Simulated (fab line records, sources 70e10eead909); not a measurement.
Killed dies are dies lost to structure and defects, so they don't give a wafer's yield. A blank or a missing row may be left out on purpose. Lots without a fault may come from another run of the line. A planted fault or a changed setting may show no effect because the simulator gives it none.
A struck lot beside a sound one | flow nand_harc | 15 steps out of a route of 1302
Sound: wafers L219.1, L219.2, L219.3. Struck: wafers L211.3, L211.4, L211.5. The cause comes at the end.
At each step with rows: each side's tool, then ch and its chambers, then its first start. Under that, the readings that differ: sound wafers | struck wafers | difference of the means | sigmas: that difference in standard deviations of wafers without a fault.
alike: readings whose means differ by less than 2 such deviations, and words and numbers that are the same on both sides. not compared: withheld readings, readings that some wafer has no value for, bounds like >300 that may hide the same value, and numbers for which the record gives no deviation and whose values overlap.
The two part at a step that has a row with sigmas, a row that says differs or no value, or rows on one side only. Numbers that don't overlap but have no deviation are shown without sigmas and don't part them. A reading that every wafer of one side lacks parts them only if that side has two wafers or more.

first, 2 steps without rows for these wafers: NHARC_P_GATE_PEB_09 (peb time 85 s); NHARC_P_GATE_DEVELOP_10 (time 70 s).
NHARC_P_GATE_CD_MEAS_11: target cd 1640 nm.
  sound on cd_sem-02 ch 0, day 10 18:57; struck on cd_sem-03 ch 0, day 7 10:35
  alike: cd_nm
then, 1 step without rows for these wafers: NHARC_P_GATE_HARDBAKE_12 (time 80 s).
NHARC_P_GATE_DESCUM_13: chemistry O2, time 3 s.
  sound on rie_diel-09 ch 0,2,3, day 10 19:07; struck on rie_diel-05 ch 1,2,3, day 7 10:46
  alike: drypump_motor_current_A, o2_flow_sccm, oes_product_au, rf_vpp_V, showerhead_plenum_p_Torr, throttle_valve_pct
  not compared: rf_hours_counter_h
then, 6 steps without rows for these wafers: NHARC_P_GATE_ETCH_14 (etches SiO2 in dHF, target depth 48.8 nm); NHARC_P_GATE_STRIP_15 (strips in SPM, time 780 s); NHARC_P_GATE_PRECLEAN_71 (cleans in SC1); NHARC_P_GATE_SRD_72; NHARC_P_GATE_OXIDE_16 (material SiO2, target thk 3 nm, ox time 392 s); NHARC_P_GATE_CVD_17 (deposits poly-Si, target thk 150 nm, time 900 s).
NHARC_P_GATE_HM_DEP_102: deposits aC, target thk 120 nm.
  sound on acl_dep-03 ch 0, day 11 07:41; struck on acl_dep-02 ch 0, day 7 23:39
  alike: throttle_valve_pct
NHARC_P_GATE_DEP_103: deposits SiON, target thk 30 nm.
  sound on pecvd-04 ch 0,1,2, day 11 08:20; struck on pecvd-03 ch 1,2, day 8 00:29
  alike: heater_power_w
then, 1 step without rows for these wafers: NHARC_P_GATE_DEHYDRATE_18 (time 120 s).
-- the record jumps here: 19 days lie between the struck wafers' starts before and after (it left off in module P_GATE and takes up again in module END, whose first step shown is number 1302 of the route) --
NHARC_END_SORT_01:
  sound on prober-01 ch 0, day 30 08:03; struck on prober-01 ch 0, day 27 05:12
  alike: killed_at_array, killed_at_other, killed_at_periphery, killed_dies, killed_open, killed_short

WHERE THEY PART
Nowhere in this record.

WHY: what the simulator had put in
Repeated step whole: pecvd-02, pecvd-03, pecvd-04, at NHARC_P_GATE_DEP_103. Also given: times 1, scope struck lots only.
